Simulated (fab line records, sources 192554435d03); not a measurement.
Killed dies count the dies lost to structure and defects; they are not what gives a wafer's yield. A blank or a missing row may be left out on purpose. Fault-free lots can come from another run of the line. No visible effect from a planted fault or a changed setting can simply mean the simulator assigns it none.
fab line records / flow n5_finfet
record: lots: 5 wafers: 15 last_day: 15
route steps=1938 shown HKMG_FIN@414
lots that met no fault: taken from a fault-free run of the same line
start_h: hours from the record's opening day to when the first of the lot's shown wafers began / wait_h: time in hours since the lot's previous step / " identical to the entry in the row above / L1.1+2: several wafers, shown together as one row / - no value present, or no start provided / * or withheld: withheld / < > ~ a bound
route shown NAME@n: NAME is a module with steps in the file, n the number in the route of the first one / usual: mean/standard deviation taken from wafers without a fault / same: alike in all rows / chamber/n: place in a boat / sites: the reading at each site / _std_site: the standard deviation of these / _edge_site: inner sites' mean taken away from outer sites' mean / radius_mm: for every site, how far away it sits from the centre of the wafer / mask NAME#n: copy n / behind: tool/chamber where the wafer was last shaped / hold: the reason the lot was held/the length of the hold in hours/how it ended / device: names the non-switching transistor (n, p or np) / end of line: the same wafers' tests at the end of the route / a step given without rows: its recipe and nothing more / killed: the dies lost at the first sort to structure and to defects; this is not the yield of the wafer / map: per-die view of a wafer (x killed, . not killed, _ where there is no die)
set.NAME: setting as actually run; set.NAME@STEP: the setting as run at that earlier step / model.NAME: the simulator's own value behind a step, which no gauge read
a table for each step, a row for each wafer; lots at some steps of the route
services: when a tool's chamber went out of use (start_h, in hours from the record's first day, below 0 if earlier), for how many hours, and the reason
== steps ==
step: N5_HKMG_FIN_RTA_80
recipe: temp_c: withheld time_s: 2 ambient: N2 idle_temp_c: 600 ramp_up_c_per_s: 150 ramp_down_c_per_s: 60 cool_to_c: 600
same: time_s: 2
lot.wafer=L075.1+3+4 tool=rtp_anneal-02 chamber=0 start_h=83.95 wait_h=0.3
lot.wafer=L076.2+3+5 tool=rtp_anneal-01 chamber=0 start_h=88.12 wait_h=0.1
lot.wafer=L081.2+4+6 tool=rtp_anneal-01 chamber=0 start_h=121.62 wait_h=0.2
lot.wafer=L085.2+3+6 tool=rtp_anneal-01 chamber=0 start_h=138.71 wait_h=0.4
lot.wafer=L089.3+5+6 tool=rtp_anneal-01 chamber=0 start_h=169.26 wait_h=0.1
step: N5_HKMG_FIN_PRECLEAN_64
recipe: chemistry: dHF time_s: 30 temp_c: 25 dilution: withheld
same: time_s: 30
lot.wafer=L075.1+3+4 tool=wet_bench-01 chamber=0,1,7 start_h=84.10 wait_h=0.1
lot.wafer=L076.2+3+5 tool=wet_bench-02 chamber=3,7,4 start_h=88.24 wait_h=0.1
lot.wafer=L081.2+4+6 tool=wet_bench-01 chamber=2,5,4 start_h=121.75 wait_h=0.1
lot.wafer=L085.2+3+6 tool=wet_bench-02 chamber=0,3,6 start_h=138.83 wait_h=0.1
lot.wafer=L089.3+5+6 tool=wet_bench-01 chamber=5,6,4 start_h=169.36 wait_h=0.1
step: N5_HKMG_FIN_WET_ETCH_65
recipe: chemistry: TMAH temp_c: 70 conc_wt_pct: 5 target: a-Si stop_on: TiN time_s: 49 target_depth_nm: 3
same: time_s: 49
lot.wafer=L075.1+3+4 tool=wet_bench-01 chamber=0,1,7 start_h=84.11 wait_h=0.0
lot.wafer=L076.2+3+5 tool=wet_bench-02 chamber=3,7,4 start_h=88.26 wait_h=0.0
lot.wafer=L081.2+4+6 tool=wet_bench-01 chamber=2,5,4 start_h=121.76 wait_h=0.0
lot.wafer=L085.2+3+6 tool=wet_bench-02 chamber=0,3,6 start_h=138.84 wait_h=0.0
lot.wafer=L089.3+5+6 tool=wet_bench-01 chamber=5,6,4 start_h=169.38 wait_h=0.0
step: N5_HKMG_FIN_WET_ETCH_81
recipe: chemistry: SC1 target: TiN stop_on: HfO2 mix: 1:1:5 temp_c: 60 time_s: 57 target_depth_nm: 6
usual: diw_flow_mL_min: 1071/3.2
same: time_s: 57
lot.wafer=L075.1 tool=wet_bench-01 chamber=0 start_h=84.13 wait_h=0.0 diw_flow_mL_min=1073
lot.wafer=L075.3 tool=wet_bench-01 chamber=1 start_h=84.13 wait_h=0.0 diw_flow_mL_min=1073
lot.wafer=L075.4 tool=wet_bench-01 chamber=7 start_h=84.13 wait_h=0.0 diw_flow_mL_min=1072
lot.wafer=L076.2 tool=wet_bench-02 chamber=3 start_h=88.27 wait_h=0.0 diw_flow_mL_min=1074
lot.wafer=L076.3 tool=wet_bench-02 chamber=7 start_h=88.27 wait_h=0.0 diw_flow_mL_min=1066
lot.wafer=L076.5 tool=wet_bench-02 chamber=4 start_h=88.27 wait_h=0.0 diw_flow_mL_min=1062
lot.wafer=L081.2 tool=wet_bench-01 chamber=2 start_h=121.77 wait_h=0.0 diw_flow_mL_min=1068
lot.wafer=L081.4 tool=wet_bench-01 chamber=5 start_h=121.77 wait_h=0.0 diw_flow_mL_min=1070
lot.wafer=L081.6 tool=wet_bench-01 chamber=4 start_h=121.77 wait_h=0.0 diw_flow_mL_min=1073
lot.wafer=L085.2 tool=wet_bench-02 chamber=0 start_h=138.86 wait_h=0.0 diw_flow_mL_min=1070
lot.wafer=L085.3 tool=wet_bench-02 chamber=3 start_h=138.86 wait_h=0.0 diw_flow_mL_min=1071
lot.wafer=L085.6 tool=wet_bench-02 chamber=6 start_h=138.86 wait_h=0.0 diw_flow_mL_min=1069
lot.wafer=L089.3 tool=wet_bench-01 chamber=5 start_h=169.39 wait_h=0.0 diw_flow_mL_min=1072
lot.wafer=L089.5 tool=wet_bench-01 chamber=6 start_h=169.39 wait_h=0.0 diw_flow_mL_min=1069
lot.wafer=L089.6 tool=wet_bench-01 chamber=4 start_h=169.39 wait_h=0.0 diw_flow_mL_min=1072
step: N5_HKMG_FIN_WET_ETCH_82
recipe: chemistry: dHCl mix: 1:10000 temp_c: 25 target: La2O3 stop_on: HfO2 target_depth_nm: 2 dry: ipa_marangoni rinse_time_s: 30 rinse_temp_c: 23
lot.wafer=L075.1+3+4 tool=wet_bench-01 chamber=0,1,7 start_h=84.16 wait_h=0.0
lot.wafer=L076.2+3+5 tool=wet_bench-02 chamber=3,7,4 start_h=88.31 wait_h=0.0
lot.wafer=L081.2+4+6 tool=wet_bench-01 chamber=2,5,4 start_h=121.80 wait_h=0.0
lot.wafer=L085.2+3+6 tool=wet_bench-02 chamber=0,3,6 start_h=138.89 wait_h=0.0
lot.wafer=L089.3+5+6 tool=wet_bench-01 chamber=5,6,4 start_h=169.42 wait_h=0.0
step: N5_HKMG_FIN_ALD_36
recipe: material: TiN target_thk_a: 10 temp_c: 400 ald_precursor_family: TiCl4 ald_co_reactant: NH3 pulse_time_s: 1 purge_time_s: 3 co_reactant_purge_time_s: 2 co_reactant_pulse_time_s: 2 ald_cycles: 47 pressure_torr: 3
usual: heater_power_outer_w: 539/43 heater_power_w: 857/76 precursor_pulse_height_rel: 0.998/0.021
same: pulse_time_s: 1
lot.wafer=L075.1 tool=ald_metal-03 chamber=3 start_h=84.23 wait_h=0.0 heater_power_outer_w=510 heater_power_w=798 precursor_pulse_height_rel=1.004
lot.wafer=L075.3 tool=ald_metal-03 chamber=2 start_h=84.23 wait_h=0.0 heater_power_outer_w=454 heater_power_w=717 precursor_pulse_height_rel=0.985
lot.wafer=L075.4 tool=ald_metal-03 chamber=0 start_h=84.23 wait_h=0.0 heater_power_outer_w=524 heater_power_w=860 precursor_pulse_height_rel=1.006
lot.wafer=L076.2 tool=ald_metal-02 chamber=2 start_h=88.37 wait_h=0.0 heater_power_outer_w=600 heater_power_w=901 precursor_pulse_height_rel=1.002
lot.wafer=L076.3 tool=ald_metal-02 chamber=0 start_h=88.37 wait_h=0.0 heater_power_outer_w=526 heater_power_w=839 precursor_pulse_height_rel=0.994
lot.wafer=L076.5 tool=ald_metal-02 chamber=2 start_h=88.37 wait_h=0.0 heater_power_outer_w=592 heater_power_w=934 precursor_pulse_height_rel=0.995
lot.wafer=L081.2 tool=ald_metal-01 chamber=3 start_h=121.86 wait_h=0.0 heater_power_outer_w=603 heater_power_w=962 precursor_pulse_height_rel=0.975
lot.wafer=L081.4 tool=ald_metal-01 chamber=2 start_h=121.86 wait_h=0.0 heater_power_outer_w=531 heater_power_w=822 precursor_pulse_height_rel=1.025
lot.wafer=L081.6 tool=ald_metal-01 chamber=1 start_h=121.86 wait_h=0.0 heater_power_outer_w=580 heater_power_w=896 precursor_pulse_height_rel=1.015
lot.wafer=L085.2 tool=ald_metal-03 chamber=0 start_h=138.95 wait_h=0.0 heater_power_outer_w=517 heater_power_w=848 precursor_pulse_height_rel=0.995
lot.wafer=L085.3 tool=ald_metal-03 chamber=2 start_h=138.95 wait_h=0.0 heater_power_outer_w=466 heater_power_w=741 precursor_pulse_height_rel=1.009
lot.wafer=L085.6 tool=ald_metal-03 chamber=0 start_h=138.95 wait_h=0.0 heater_power_outer_w=534 heater_power_w=848 precursor_pulse_height_rel=1.005
lot.wafer=L089.3 tool=ald_metal-01 chamber=3 start_h=169.48 wait_h=0.0 heater_power_outer_w=606 heater_power_w=950 precursor_pulse_height_rel=0.998
lot.wafer=L089.5 tool=ald_metal-01 chamber=0 start_h=169.48 wait_h=0.0 heater_power_outer_w=483 heater_power_w=757 precursor_pulse_height_rel=0.984
lot.wafer=L089.6 tool=ald_metal-01 chamber=1 start_h=169.48 wait_h=0.0 heater_power_outer_w=569 heater_power_w=881 precursor_pulse_height_rel=0.976
step: N5_HKMG_FIN_THK_MEAS_70
recipe: thk_meas_gauge: xrf reads: HfO2_of_HKMG_FIN_HK_ALD_01
usual: HK_THK: 1.615/0.02
lot.wafer=L075.1 tool=film_metro-02 chamber=- start_h=84.51 wait_h=0.2 HK_THK[nm]=1.609
lot.wafer=L075.3 tool=film_metro-02 chamber=- start_h=84.51 wait_h=0.2 HK_THK[nm]=1.597
lot.wafer=L075.4 tool=film_metro-02 chamber=- start_h=84.51 wait_h=0.2 HK_THK[nm]=1.626
lot.wafer=L076.2 tool=film_metro-01 chamber=- start_h=88.65 wait_h=0.2 HK_THK[nm]=1.611
lot.wafer=L076.3 tool=film_metro-01 chamber=- start_h=88.65 wait_h=0.2 HK_THK[nm]=1.617
lot.wafer=L076.5 tool=film_metro-01 chamber=- start_h=88.65 wait_h=0.2 HK_THK[nm]=1.626
lot.wafer=L081.2 tool=film_metro-02 chamber=- start_h=122.15 wait_h=0.2 HK_THK[nm]=1.596
lot.wafer=L081.4 tool=film_metro-02 chamber=- start_h=122.15 wait_h=0.2 HK_THK[nm]=1.615
lot.wafer=L081.6 tool=film_metro-02 chamber=- start_h=122.15 wait_h=0.2 HK_THK[nm]=1.616
lot.wafer=L085.2 tool=film_metro-01 chamber=- start_h=139.23 wait_h=0.2 HK_THK[nm]=1.617
lot.wafer=L085.3 tool=film_metro-01 chamber=- start_h=139.23 wait_h=0.2 HK_THK[nm]=1.600
lot.wafer=L085.6 tool=film_metro-01 chamber=- start_h=139.23 wait_h=0.2 HK_THK[nm]=1.631
lot.wafer=L089.3 tool=film_metro-02 chamber=- start_h=169.76 wait_h=0.2 HK_THK[nm]=1.657
lot.wafer=L089.5 tool=film_metro-02 chamber=- start_h=169.76 wait_h=0.2 HK_THK[nm]=1.595
lot.wafer=L089.6 tool=film_metro-02 chamber=- start_h=169.76 wait_h=0.2 HK_THK[nm]=1.620
step: N5_HKMG_FIN_PWFM_ALD_03
recipe: material: TiN target_thk_a: 20 temp_c: 400 ald_precursor_family: TiCl4 ald_co_reactant: NH3 pulse_time_s: 1 purge_time_s: 3 co_reactant_purge_time_s: 2 co_reactant_pulse_time_s: 2 ald_cycles: 91 pressure_torr: 3
usual: heater_power_outer_w: 536/44 heater_power_w: 861/86 precursor_pulse_height_rel: 0.997/0.022
same: pulse_time_s: 1
lot.wafer=L075.1 tool=ald_metal-02 chamber=3 start_h=84.54 wait_h=0.0 heater_power_outer_w=521 heater_power_w=835 precursor_pulse_height_rel=0.976
lot.wafer=L075.3 tool=ald_metal-02 chamber=0 start_h=84.54 wait_h=0.0 heater_power_outer_w=520 heater_power_w=853 precursor_pulse_height_rel=0.987
lot.wafer=L075.4 tool=ald_metal-02 chamber=1 start_h=84.54 wait_h=0.0 heater_power_outer_w=522 heater_power_w=802 precursor_pulse_height_rel=1.000
lot.wafer=L076.2 tool=ald_metal-01 chamber=2 start_h=88.69 wait_h=0.0 heater_power_outer_w=533 heater_power_w=823 precursor_pulse_height_rel=1.006
lot.wafer=L076.3 tool=ald_metal-01 chamber=3 start_h=88.69 wait_h=0.0 heater_power_outer_w=613 heater_power_w=937 precursor_pulse_height_rel=0.976
lot.wafer=L076.5 tool=ald_metal-01 chamber=1 start_h=88.69 wait_h=0.0 heater_power_outer_w=580 heater_power_w=900 precursor_pulse_height_rel=0.987
lot.wafer=L081.2 tool=ald_metal-01 chamber=3 start_h=122.18 wait_h=0.0 heater_power_outer_w=610 heater_power_w=950 precursor_pulse_height_rel=1.022
lot.wafer=L081.4 tool=ald_metal-01 chamber=1 start_h=122.18 wait_h=0.0 heater_power_outer_w=573 heater_power_w=886 precursor_pulse_height_rel=0.994
lot.wafer=L081.6 tool=ald_metal-01 chamber=0 start_h=122.18 wait_h=0.0 heater_power_outer_w=486 heater_power_w=761 precursor_pulse_height_rel=1.006
lot.wafer=L085.2 tool=ald_metal-01 chamber=0 start_h=139.27 wait_h=0.0 heater_power_outer_w=476 heater_power_w=773 precursor_pulse_height_rel=0.983
lot.wafer=L085.3 tool=ald_metal-01 chamber=3 start_h=139.27 wait_h=0.0 heater_power_outer_w=609 heater_power_w=931 precursor_pulse_height_rel=1.009
lot.wafer=L085.6 tool=ald_metal-01 chamber=1 start_h=139.27 wait_h=0.0 heater_power_outer_w=563 heater_power_w=885 precursor_pulse_height_rel=0.991
lot.wafer=L089.3 tool=ald_metal-03 chamber=0 start_h=169.80 wait_h=0.0 heater_power_outer_w=509 heater_power_w=861 precursor_pulse_height_rel=1.000
lot.wafer=L089.5 tool=ald_metal-03 chamber=1 start_h=169.80 wait_h=0.0 heater_power_outer_w=589 heater_power_w=1065 precursor_pulse_height_rel=1.005
lot.wafer=L089.6 tool=ald_metal-03 chamber=3 start_h=169.80 wait_h=0.0 heater_power_outer_w=510 heater_power_w=833 precursor_pulse_height_rel=1.027
== services ==
tool=ald_metal-02 chamber=- start_h=62.43 hours=1.0 kind=repair
tool=ald_metal-01 chamber=- start_h=71.66 hours=0.6 kind=repair
tool=rtp_anneal-01 chamber=- start_h=83.86 hours=3.5 kind=pm
tool=ald_metal-02 chamber=- start_h=100.39 hours=4.3 kind=pm
tool=ald_metal-03 chamber=1 start_h=149.61 hours=10.4 kind=repair
tool=ald_metal-03 chamber=2 start_h=151.85 hours=23.3 kind=repair
tool=ald_metal-01 chamber=- start_h=164.03 hours=1.2 kind=pm
== key ==
fault none
